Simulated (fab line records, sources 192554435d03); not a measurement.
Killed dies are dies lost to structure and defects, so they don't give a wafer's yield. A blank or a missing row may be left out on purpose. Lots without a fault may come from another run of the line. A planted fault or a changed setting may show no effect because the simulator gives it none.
A struck lot beside a sound one | flow n5_finfet | 36 steps out of a route of 1938
Sound: wafers L106.1, L106.4, L106.6. Struck: wafers L126.2, L126.6. The cause comes at the end.
At each step with rows: each side's tool, then ch and its chambers, then its first start. Under that, the readings that differ: sound wafers | struck wafers | difference of the means | sigmas: that difference in standard deviations of wafers without a fault.
alike: readings whose means differ by less than 2 such deviations, and words and numbers that are the same on both sides. not compared: withheld readings, readings that some wafer has no value for, bounds like >300 that may hide the same value, and numbers for which the record gives no deviation and whose values overlap.
The two part at a step that has a row with sigmas, a row that says differs or no value, or rows on one side only. Numbers that don't overlap but have no deviation are shown without sigmas and don't part them. A reading that every wafer of one side lacks parts them only if that side has two wafers or more.

first, 9 steps without rows for these wafers: N5_PMOS_HMC_CHANNEL_EPI_HM_DEP_34 (deposits SiO2 from TEOS/O2, target thk 36 nm, time 6.9 s); N5_PMOS_HMC_CHANNEL_EPI_COAT_31 (time 60 s, resist thk 66 nm); N5_PMOS_HMC_CHANNEL_EPI_COAT_03 (resist thk 205 nm); N5_PMOS_HMC_CHANNEL_EPI_EBR_05; N5_PMOS_HMC_CHANNEL_EPI_SOFTBAKE_04 (time 60 s); N5_PMOS_HMC_CHANNEL_EPI_EXPOSE_06 (exposes mask PMOS HMC BLK, target cd 240 nm); N5_PMOS_HMC_CHANNEL_EPI_PEB_07 (peb time 60 s); N5_PMOS_HMC_CHANNEL_EPI_DEVELOP_08 (develop time 30 s); N5_PMOS_HMC_CHANNEL_EPI_DESCUM_14 (chemistry O2, time 7.9 s).
N5_PMOS_HMC_CHANNEL_EPI_ETCH_32: etches BARC in N2/H2, stops on SiO2, target depth 85.8 nm, time 50.3 s.
  sound on rie_diel-05 ch 1,3, day 1 23:50; struck on rie_diel-05 ch 2,3, day 6 23:47
  reading                                                         | sound             | struck      | difference | sigmas
  model.CAR-ArF-block_of_PMOS_HMC_CHANNEL_EPI_COAT_03.thk_nm (nm) | 131.7 131.7 135.4 | 151.1 150.6 | +17.9      |
  model.etch.depth_nm (nm)                                        | 66.46 66.33 66.34 | 60.67 62.77 | -4.66      |
  alike: bias_w, drypump_motor_current_A, n2_flow_sccm, oes_product_au, rf_vpp_V, showerhead_plenum_p_Torr, throttle_valve_pct
  not compared: rf_hours_counter_h, model.PMOS_HMC_CHANNEL_EPI.cd_nm
N5_PMOS_HMC_CHANNEL_EPI_HM_OPEN_15: chemistry CHF3/O2, target SiO2, target depth 40.6 nm, time 20.3 s.
  sound on rie_diel-05 ch 1,3, day 1 23:53; struck on rie_diel-05 ch 2,3, day 6 23:49
  reading                                                         | sound            | struck      | difference | sigmas
  model.CAR-ArF-block_of_PMOS_HMC_CHANNEL_EPI_COAT_03.thk_nm (nm) | 91.36 91.2 96.92 | 110.9 110.5 | +17.5      |
  alike: bias_w, drypump_motor_current_A, oes_ar_750_au, oes_product_au, rf_vpp_V, showerhead_plenum_p_Torr, throttle_valve_pct
  not compared: rf_hours_counter_h
then, 3 steps without rows for these wafers: N5_PMOS_HMC_CHANNEL_EPI_STRIP_33 (strips in N2/H2); N5_PMOS_HMC_CHANNEL_EPI_STRIP_17 (strips in SPM, time 750 s); N5_PMOS_HMC_CHANNEL_EPI_ETCH_38 (etches SiO2 in CF4, target depth 1.5 nm).
N5_PMOS_HMC_CHANNEL_EPI_FIN_RECESS_16: chemistry HBr/Cl2, target Si, target depth 54 nm, time 18 s.
  sound on rie_si-03 ch 0,2,3, day 2 00:16; struck on rie_si-04 ch 1,2, day 7 00:12
  alike: bias_w, drypump_motor_current_A, oes_product_au, throttle_valve_pct
  not compared: rf_hours_counter_h, model.PMOS_HMC_CHANNEL_EPI.cd_nm
then, 20 steps without rows for these wafers: N5_PMOS_HMC_CHANNEL_EPI_PRECLEAN_36 (cleans in O3/DIW, time 45 s); N5_PMOS_HMC_CHANNEL_EPI_PRECLEAN_18 (cleans in DHF, time 30 s); N5_PMOS_HMC_CHANNEL_EPI_SRD_19 (time 30 s); N5_PMOS_HMC_CHANNEL_EPI_EPI_20 (deposits SiGe30, target thk 59 nm); N5_PMOS_HMC_CHANNEL_EPI_HM_STRIP_35 (strips SiO2 in dHF, material SiO2, target depth 39.6 nm, time 216 s); N5_PMOS_HMC_CHANNEL_EPI_SRD_39 (time 30 s); N5_PMOS_HMC_CHANNEL_EPI_CMP_21 (polishes SiGe30, target thk 54 nm); N5_PMOS_HMC_CHANNEL_EPI_PRECLEAN_40 (cleans in DHF, time 30 s); N5_PMOS_HMC_CHANNEL_EPI_PRECLEAN_37 (cleans in O3/DIW, time 45 s); N5_PMOS_HMC_CHANNEL_EPI_PRECLEAN_24 (cleans in DHF, time 30 s); N5_PMOS_HMC_CHANNEL_EPI_SRD_25 (time 30 s); N5_PMOS_HMC_CHANNEL_EPI_EPI_26 (deposits Si from SiH4/H2, target thk 3.8 nm, time 22.7 s); N5_FIN_SAQP_PRECLEAN_42 (cleans in O3/DIW, time 60 s); N5_FIN_SAQP_PRECLEAN_00 (cleans in SC1, time 60 s); N5_FIN_SAQP_PRECLEAN_44 (cleans in SC2, time 45 s); N5_FIN_SAQP_SRD_01 (time 30 s); N5_FIN_SAQP_ALD_61 (deposits SiO2, target thk 4 nm, pulse time 1 s, purge time 2 s); N5_FIN_SAQP_DENSIFY_62 (time 60 s); N5_FIN_SAQP_HM_DEP_03 (deposits SiNx from SiH4/NH3/N2, target thk 38 nm, time 33.6 s); N5_FIN_SAQP_PECVD_47 (deposits a-Si from SiH4/He, target thk 45 nm, time 36.3 s).
-- the record jumps here: 13 days lie between the struck wafers' starts before and after (it left off in module FIN_SAQP and takes up again in module PASSIVATION, whose first step shown is number 1936 of the route) --
N5_PASSIVATION_PROBE_49:
  the record has rows for the struck wafers here (prober-02, day 19 23:47) and none for the sound ones

WHERE THEY PART
Only at N5_PASSIVATION_PROBE_49, within this record.

WHY: what the simulator had put in
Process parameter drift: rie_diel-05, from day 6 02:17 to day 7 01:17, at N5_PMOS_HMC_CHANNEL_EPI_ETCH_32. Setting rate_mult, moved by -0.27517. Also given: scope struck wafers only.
